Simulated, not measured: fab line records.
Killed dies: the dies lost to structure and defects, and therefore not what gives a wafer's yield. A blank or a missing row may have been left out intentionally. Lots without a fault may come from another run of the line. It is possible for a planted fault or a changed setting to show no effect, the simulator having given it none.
Matching of chambers    flow nand harc    NHARC_A_CONTACT_ETCH_75 on rie diel-08 has 4 sister chambers
The step etches the open film in CF4, target depth 39 nm, time 65 s. 4 wafers are shown with their chamber, then 12 later ones without.

WAFERS, EACH WITH ITS CHAMBER
wafer   chamber  showerhead plenum p Torr (Torr)
L087.1  1        1.71
L089.3  2        1.75
L089.4  3        1.68
L089.5  0        1.77

WAFERS WITH NO CHAMBER GIVEN
wafer   showerhead plenum p Torr (Torr)
L090.1  1.71
L090.5  1.75
L090.6  1.67
L091.1  1.71
L091.3  1.67
L091.4  1.75
L094.2  1.67
L094.3  1.71
L094.4  1.75
L096.1  1.75
L096.3  1.67
L096.4  1.77

EACH ONE'S CHAMBER
wafer   from the rows above  in truth
L090.1  1                    1
L090.5  2                    2
L090.6  3                    3
L091.1  1                    1
L091.3  3                    3
L091.4  2                    2
L094.2  3                    3
L094.3  1                    1
L094.4  2                    2
L096.1  2                    2
L096.3  3                    3
L096.4  0                    0
12 of 12 placed correctly. Left unplaced by these rows: 0. Placed wrongly: 0.
How it was worked out, from the rows above alone: a wafer's distance from a chamber is the root of the sum, over the readings, of the square of ((its reading less the chamber's mean) divided by the reading's scatter). The wafer belongs to the nearest chamber; if the next one is less than 2 further off, it can't be placed. The mean given for a chamber averages the wafers shown for that chamber. The scatter: root of mean squared gap, hidden wafer to nearest shown wafer, with one shown wafer a chamber.
